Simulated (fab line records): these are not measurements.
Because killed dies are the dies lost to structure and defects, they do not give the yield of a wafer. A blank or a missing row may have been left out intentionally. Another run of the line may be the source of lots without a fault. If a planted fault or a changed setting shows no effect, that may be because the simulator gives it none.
Split-lot experiment -- flow n5-finfet -- route with 1938 steps; 7 lots, 21 wafers read

## THE SPLIT
At N5_BEOL_M5_ETCH_41 (etches SiCN in CH3F/O2, target depth 31.5 nm, time 56.7 s), the setting source-w was moved away from the recipe's 395 W on 5 of the 21 wafers read, by -14.3% to -10.5%. All remaining wafers had this setting at the recipe value.

The reading is taken at the split's own step.

## THE READING
rf-vpp-V, in V, at N5_BEOL_M5_ETCH_41 (etches SiCN in CH3F/O2, target depth 31.5 nm, time 56.7 s). Fault-free wafers of this fab line usually give 297.6 V, standard deviation 1.5 V.

wafer,"tool, chamber at the split","source-w as run, W",against the recipe,"rf-vpp-V, V",against lot-mates on the recipe
L074.2,"rie-diel-02, 1",395,recipe,296.4,-
L074.5,"rie-diel-02, 1",395,recipe,297.6,-
L074.6,"rie-diel-02, 2",395,recipe,294.8,-
L082.1,"rie-diel-06, 1",346.3,-12.3%,309.3,+11.0
L082.3,"rie-diel-06, 2",346.3,-12.3%,310.7,+12.4
L082.5,"rie-diel-06, 3",395,recipe,298.3,-
L089.2,"rie-diel-04, 2",338.6,-14.3%,311.7,+12.9
L089.3,"rie-diel-04, 3",395,recipe,298.9,-
L089.5,"rie-diel-04, 3",395,recipe,298.7,-
L090.3,"rie-diel-06, 0",353.6,-10.5%,310.5,+13.6
L090.5,"rie-diel-06, 1",395,recipe,295.2,-
L090.6,"rie-diel-06, 0",395,recipe,298.7,-
L093.1,"rie-diel-06, 3",395,recipe,299.4,-
L093.4,"rie-diel-06, 0",395,recipe,299.7,-
L093.6,"rie-diel-06, 2",395,recipe,296.8,-
L094.1,"rie-diel-06, 0",395,recipe,298.0,-
L094.3,"rie-diel-06, 1",349.1,-11.6%,309.5,+10.4
L094.4,"rie-diel-06, 3",395,recipe,300.2,-
L097.1,"rie-diel-06, 3",395,recipe,299.6,-
L097.3,"rie-diel-06, 2",395,recipe,296.9,-
L097.4,"rie-diel-06, 0",395,recipe,298.8,-

THE FIT
A straight line over all 21 wafers: rf-vpp-V changes by -1 V for each +1% of source-w; r = -0.96; the points scatter about the line by 1.5 V.
The same after taking each lot's own level away (the mean of its wafers on the recipe; 21 wafers): -0.974 V for each +1%; r = -0.97; scatter 1.4 V.
On that fit, the largest move of source-w shifts the reading by 14 V.
From 296.27 to 299.10 V: that is the span of the lots' own levels, equal to 1.9 times the standard deviation above.
Consequently the slope shifts little with the lot-to-lot level, the two slopes agreeing.
Check: with one of the wafers moved furthest among these (-14.3%) left out of the fit, the line predicts +14.3 V for it against its lot-mates. It came out at +12.9 V against them.
Tool readings at the split's step, against how far the setting was moved: rf-vpp-V r = -0.96.

## FURTHER SPLITS ON THESE WAFERS
Note: prior to the reading, these wafers also went through further splits. Each is held against what the fit with the lots' levels taken away leaves over:
other split on the same wafers,wafers away from the commonest value,r with rf-vpp-V (lot level and that fit taken away)
N5_BEOL_M0_CUTY_ETCH_63 source-w,7,-0.09
N5_BEOL_M4_DESCUM_16 time-s,4,-0.08
N5_BEOL_M4_COAT_67 spin-rpm,5,-0.02
N5_BEOL_M5_ILD_DEP_00 time-s,9,+0.06
N5_BEOL_M5_COAT_59 spin-rpm,7,+0.52

## THE WHOLE CHAIN: every reading that the file lists as answering this split, in the file's order
step,what it does,reading,change (the file's fit),r (the file's)
N5_BEOL_M5_ETCH_41,"etches SiCN in CH3F/O2, target depth 31.5 nm, time 56.7 s",rf-vpp-V,-0.986 V for each +1% of the setting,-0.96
N5_BEOL_M5_ETCH_41,"etches SiCN in CH3F/O2, target depth 31.5 nm, time 56.7 s","etch.depth-nm (the simulator's own value, which no gauge read)",+0.0708 nm for each +1% of the setting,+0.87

## THE FILE'S OWN FIT
rf-vpp-V changes by -0.986 V for each +1% of source-w, r = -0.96.
